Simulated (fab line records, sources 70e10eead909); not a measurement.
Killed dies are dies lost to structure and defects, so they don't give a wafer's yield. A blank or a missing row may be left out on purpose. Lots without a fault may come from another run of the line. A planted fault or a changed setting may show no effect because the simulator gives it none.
Chamber matching | flow nand_harc | NHARC_A_CHANNEL_FILL_D2_ETCHBACK_19 on rie_si-03: 4 sister chambers
The step etches the open film in HBr/Cl2, target depth 5 nm, time 1.7 s. 16 wafers are shown with their chamber, then 8 later ones without.

WAFERS WITH THEIR CHAMBER
wafer  | chamber | drypump_motor_current_A (A) | throttle_valve_pct (%) | oes_product_au (a.u.)
L770.2 | 0       | 4.9                         | 26.389                 | 0.991
L770.4 | 2       | 5.9                         | 26.412                 | 0.975
L770.6 | 1       | 6.3                         | 26.410                 | 0.993
L769.1 | 2       | 5.9                         | 26.433                 | 0.966
L769.4 | 2       | 5.9                         | 26.407                 | 0.979
L769.5 | 1       | 6.4                         | 26.410                 | 0.997
L779.1 | 3       | 6.2                         | 26.398                 | 0.996
L779.3 | 0       | 4.9                         | 26.403                 | 1.007
L779.5 | 3       | 6.2                         | 26.399                 | 0.998
L781.2 | 0       | 4.9                         | 26.403                 | 0.994
L781.3 | 1       | 6.4                         | 26.413                 | 0.992
L781.4 | 2       | 5.9                         | 26.403                 | 1.025
L782.1 | 0       | 5.0                         | 26.407                 | 1.013
L782.2 | 1       | 6.4                         | 26.403                 | 1.005
L782.6 | 0       | 4.9                         | 26.408                 | 0.998
L783.2 | 2       | 5.9                         | 26.403                 | 1.016

SIGNATURES (means of the wafers above)
reading                 | chamber 0 | chamber 1 | chamber 2 | chamber 3 | scatter within a chamber
drypump_motor_current_A | 4.920     | 6.375     | 5.900     | 6.200     | 0.0359
throttle_valve_pct      | 26.40200  | 26.40900  | 26.41160  | 26.39850  | 0.00873
oes_product_au          | 1.00060   | 0.99675   | 0.99220   | 0.99700   | 0.0164
Rule: a wafer's distance from a chamber is the root of the sum, over the readings, of the square of ((its reading less the chamber's mean) divided by the reading's scatter). The wafer belongs to the nearest chamber; if the next one is less than 2 further off, it can't be placed. The scatter: the root of (the sum of the squares of (reading less its chamber's mean) over the shown wafers, divided by (wafers less chambers)).

WAFERS WITHOUT THEIR CHAMBER
wafer  | drypump_motor_current_A (A) | throttle_valve_pct (%) | oes_product_au (a.u.)
L783.4 | 6.3                         | 26.395                 | 1.001
L783.5 | 4.9                         | 26.401                 | 0.992
L785.3 | 4.9                         | 26.398                 | 0.988
L785.4 | 6.4                         | 26.402                 | 0.993
L785.5 | 4.9                         | 26.401                 | 0.997
L786.1 | 6.3                         | 26.389                 | 0.999
L786.3 | 5.9                         | 26.411                 | 1.004
L786.4 | 6.1                         | 26.394                 | 0.993

WHICH CHAMBER EACH WENT THROUGH
wafer  | from the rows above     | in truth
L783.4 | can't be placed: 1 or 3 | 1
L783.5 | 0                       | 0
L785.3 | 0                       | 0
L785.4 | 1                       | 1
L785.5 | 0                       | 0
L786.1 | can't be placed: 3 or 1 | 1
L786.3 | 2                       | 2
L786.4 | 3                       | 3
Placed correctly: 6 of 8. Can't be placed from these rows: 2 (the true chamber is among the candidates in 2). Placed wrongly: 0.
